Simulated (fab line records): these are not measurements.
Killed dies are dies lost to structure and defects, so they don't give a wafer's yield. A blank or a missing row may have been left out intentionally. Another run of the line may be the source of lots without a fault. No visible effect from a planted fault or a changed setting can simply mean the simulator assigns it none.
Split-lot experiment ; flow n5 finfet ; on a route of 1938 steps: 7 lots, 21 wafers read

SPLIT DETAILS
At N5_BEOL_M15_EXPOSE_07 (exposes mask V14), the setting dose mj was moved away from the recipe's 41.25 on 5 of the 21 wafers read, by -6.9% to +7.2%. For the rest of the wafers, this setting stayed at what the recipe calls for.

FROM THE SPLIT TO THE READING: what the file shows between them, 11 steps
- N5_BEOL_M15_PEB_08: peb time 90 s
- N5_BEOL_M15_DEVELOP_09: develop time 45 s
- N5_BEOL_M15_HARDBAKE_14: time 120 s
- N5_BEOL_M15_CD_MEAS_10: target cd 360 nm
- N5_BEOL_M15_DESCUM_15: chemistry O2, time 7.9 s
- N5_BEOL_M15_ETCH_59: etches BARC in N2/H2, target depth 89 nm, overetch 26.7 nm, time 67.9 s
- N5_BEOL_M15_VIA_ETCH_16: etches SiO2 in C4F8/O2/Ar, target depth 1792.2 nm
- N5_BEOL_M15_STRIP_63: strips in O2
- N5_BEOL_M15_STRIP_64: strips in O2
- N5_BEOL_M15_STRIP_65: strips in post etch residue remover, time 60 s
- N5_BEOL_M15_SRD_66: time 30 s, dry time 30 s

THE READING
Shown in nm: cd nm at N5_BEOL_M15_CD_MEAS_17, with target cd 360 nm. A value of 361.9 nm with a standard deviation of 1.5 nm is what fault-free wafers of this fab line usually give.

wafer;tool, chamber at the split;dose mj as run;against the recipe;cd nm, nm;against lot-mates on the recipe
L074.1;krf scanner-01, 0;41.25;recipe;361.8;-
L074.3;krf scanner-01, 0;41.25;recipe;360.3;-
L074.6;krf scanner-01, 0;41.25;recipe;363.1;-
L075.1;krf scanner-01, 0;41.25;recipe;359.6;-
L075.2;krf scanner-01, 0;41.25;recipe;359.9;-
L075.5;krf scanner-01, 0;41.25;recipe;360.7;-
L077.1;krf scanner-02, 0;42.85;+3.9%;371.5;+9.8
L077.3;krf scanner-02, 0;41.25;recipe;362.3;-
L077.6;krf scanner-02, 0;41.25;recipe;361.1;-
L083.2;krf scanner-01, 0;41.25;recipe;361.0;-
L083.5;krf scanner-01, 0;38.4;-6.9%;348.1;-12.9
L083.6;krf scanner-01, 0;38.4;-6.9%;349.9;-11.1
L088.1;krf scanner-02, 0;41.25;recipe;360.9;-
L088.4;krf scanner-02, 0;41.25;recipe;358.4;-
L088.5;krf scanner-02, 0;41.25;recipe;362.0;-
L090.3;krf scanner-01, 0;44.24;+7.2%;371.5;+10.5
L090.5;krf scanner-01, 0;41.25;recipe;361.0;-
L090.6;krf scanner-01, 0;44.24;+7.2%;372.2;+11.2
L093.1;krf scanner-01, 0;41.25;recipe;359.4;-
L093.4;krf scanner-01, 0;41.25;recipe;360.5;-
L093.5;krf scanner-01, 0;41.25;recipe;359.3;-

THE FIT
A straight line over all 21 wafers: cd nm changes by +1.69 nm for each +1% of dose mj; r = +0.97; the points scatter about the line by 1.5 nm.
The same after taking each lot's own level away (the mean of its wafers on the recipe; 21 wafers): +1.68 nm for each +1%; r = +0.98; scatter 1.2 nm.
Per that fit: largest dose mj move, reading shift of 12 nm.
The lots' own levels span 359.73 to 361.73 nm, that is 1.3 times the standard deviation above.
Hence the lot-to-lot level has little effect on the slope; both slopes agree.
Check: for one of the wafers moved furthest among these (+7.2%), held out of the fit, the line's prediction against its lot-mates is +12.8 nm. Against them it came out at +10.5 nm.

THE WHOLE CHAIN: every reading that the file lists as answering this split, in the file's order
step;what it does;reading;change (the file's fit);r (the file's)
N5_BEOL_M15_CD_MEAS_10;target cd 360 nm;cd nm;+1.68 nm for each +1% of the setting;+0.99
N5_BEOL_M15_CD_MEAS_17;target cd 360 nm;cd nm;+1.73 nm for each +1% of the setting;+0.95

FILE'S OWN FIT
cd nm changes by +1.73 nm for each +1% of dose mj, r = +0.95.
